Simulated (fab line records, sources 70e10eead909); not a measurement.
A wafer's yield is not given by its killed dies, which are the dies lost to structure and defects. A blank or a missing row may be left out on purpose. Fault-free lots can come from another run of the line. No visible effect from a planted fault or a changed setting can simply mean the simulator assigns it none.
A struck lot beside a sound one | flow nand harc | 24 steps out of a route of 1302
Sound: the wafers L982.2, L982.4, L982.5. Struck: wafer L100.3. (L100.5, L100.6 of the same lot were not struck and are left out.) The cause comes at the end.
For every step that has rows: the tool of each side, followed by ch and its chambers, followed by its first start. Under that, the readings that differ: sound wafers | struck wafers | difference of the means | sigmas: that difference in standard deviations of wafers without a fault.
alike: words and numbers the same on both sides, and readings whose means are apart by under 2 such deviations; not compared: readings that were withheld, readings missing a value for some wafer, numbers with overlapping values and no deviation given by the record, and bounds like >300 which may hide the same value.
A row with sigmas, a row that says differs or no value, or rows on one side alone: a step with any of these is where the two part. Non-overlapping numbers with no deviation appear without sigmas and do not part them. A reading missing from all wafers of one side parts the sides only when that side holds two or more wafers.

NHARC_P_M0_INSPECT_27:
  sound on defect inspect-01 at day 6 09:36; struck on defect inspect-01 at day 13 18:11
  alike: raw defect count
NHARC_P_M0_PRE_CLEAN_31: time 12 s.
  sound on pecvd-03 ch 0,1, day 6 09:40; struck on pecvd-02 ch 2, day 13 18:17
  alike: heater power w, rf fwd power W, susceptor temp C
NHARC_P_M0_DEP_32: deposits SiCN, target thk 30 nm.
  sound on pecvd-03 ch 0,1, day 6 09:44; struck on pecvd-02 ch 2, day 13 18:26
  alike: heater power w, rf fwd power W, susceptor temp C
then, 8 steps without rows for these wafers: NHARC_P_M1_DEP_00 (deposits SiOC, target thk 182.5 nm); NHARC_P_M1_DEHYDRATE_01 (time 120 s); NHARC_P_M1_HMDS_02 (time 30 s); NHARC_P_M1_COAT_34 (time 65 s); NHARC_P_M1_COAT_03 (resist thk 90 nm); NHARC_P_M1_SOFTBAKE_04 (time 55 s); NHARC_P_M1_EBR_05; NHARC_P_M1_EXPOSE_06 (exposes mask P M1, target cd 130 nm).
NHARC_P_M1_PEB_07: peb time 65 s.
  sound on litho track-06 ch 0, day 6 10:47; struck on litho track-04 ch 0, day 13 19:31
then, 1 step without rows for these wafers: NHARC_P_M1_DEVELOP_08 (develop time 35 s).
NHARC_P_M1_CD_MEAS_09: target cd 130 nm.
  sound on cd sem-02 ch 0, day 6 10:52; struck on cd sem-01 ch 0, day 13 19:35
  alike: cd nm
NHARC_P_M1_OVL_MEAS_10: pitch 260 nm.
  sound on overlay-02 at day 6 10:58; struck on overlay-02 at day 13 19:40
  alike: overlay x nm, overlay y nm
NHARC_P_M1_INSPECT_11:
  sound on defect inspect-02 at day 6 11:00; struck on defect inspect-02 at day 13 19:43
  alike: raw defect count
NHARC_P_M1_DESCUM_14: chemistry O2, time 3 s.
  sound on rie diel-13 ch 0,2,3, day 6 11:04; struck on rie diel-11 ch 3, day 13 19:47
  reading                     | sound             | struck | difference | sigmas
  drypump motor current A (A) | 5.3 6.0 4.9       | 6.2    | +0.8       | +2
  oes product au (a.u.)       | 0.991 0.988 0.987 | 1.032  | +0.043     | +3
  model.P_M1.cd nm (nm)       | 131.6 130.4 131.5 | 133.2  | +2.0       |
  alike: o2 flow sccm, rf vpp V, showerhead plenum p Torr, throttle valve pct
  not compared: rf hours counter h
NHARC_P_M1_ETCH_35: etches the open film in N2/H2, target depth 40 nm, overetch 12 nm, time 43.94 s.
  sound on rie diel-13 ch 0,2,3, day 6 11:08; struck on rie diel-11 ch 2, day 13 19:52
  alike: drypump motor current A, oes product au, rf fwd power W, rf vpp V, showerhead plenum p Torr, throttle valve pct
  not compared: rf hours counter h
NHARC_P_M1_ETCH_15: etches the open film in C4F8/Ar, target depth 182.5 nm, time 91.2 s.
  sound: rie diel-13 ch 0,1; struck: rie diel-11 ch 2
  reading            | sound             | struck | difference | sigmas
  rf fwd power W (W) | 592.8 594.1 594.7 | 598.3  | +4.4       | +2
  alike: oes product au, rf vpp V
  not compared: rf hours counter h
NHARC_P_M1_CD_MEAS_16:
  sound on cd sem-02 at day 6 11:22; struck on cd sem-02 at day 13 20:05
  alike: cd nm
NHARC_P_M1_STRIP_18: strips in N2/H2.
  sound on rie diel-08 ch 1,2, day 6 11:26; struck on rie diel-08 ch 2, day 13 20:12
  reading               | sound             | struck | difference | sigmas
  oes product au (a.u.) | 0.999 1.010 1.002 | 0.970  | -0.034     | -3
  alike: drypump motor current A, rf fwd power W, rf vpp V, showerhead plenum p Torr, throttle valve pct
  not compared: rf hours counter h
NHARC_P_M1_ETCH_28: etches the open film in CF4/N2, target depth 30 nm, time 72.99 s.
  sound: rie diel-08 ch 0,2; struck: rie diel-08 ch 2
  reading               | sound             | struck | difference | sigmas
  oes product au (a.u.) | 1.010 1.030 1.006 | 0.975  | -0.040     | -3
  model.P_M1.cd nm (nm) | 132 130.7 131.4   | 133.3  | +1.9       |
  alike: drypump motor current A, rf fwd power W, rf vpp V, showerhead plenum p Torr, throttle valve pct
  not compared: rf hours counter h
then, 1 step without rows for these wafers: NHARC_P_M1_STRIP_19 (strips in post etch residue remover, time 600 s).
-- the record jumps here: 18 days lie between the struck wafers' starts before and after (it left off in module P_M1 and takes up again in module END, whose first step shown is number 1302 of the route) --
NHARC_END_SORT_01:
  sound on prober-01 ch 0, day 24 22:59; struck on prober-02 ch 0, day 32 03:25
  alike: defect limited yield, killed at array, killed at other, killed at periphery, killed dies, killed open, killed short

== WHERE THEY PART ==
At NHARC_P_M1_DESCUM_14 first; at NHARC_P_M1_ETCH_28 last (within this record only). Later steps at which nothing parts them and some readings are alike: NHARC_END_SORT_01.

WHY: whatever the simulator had introduced
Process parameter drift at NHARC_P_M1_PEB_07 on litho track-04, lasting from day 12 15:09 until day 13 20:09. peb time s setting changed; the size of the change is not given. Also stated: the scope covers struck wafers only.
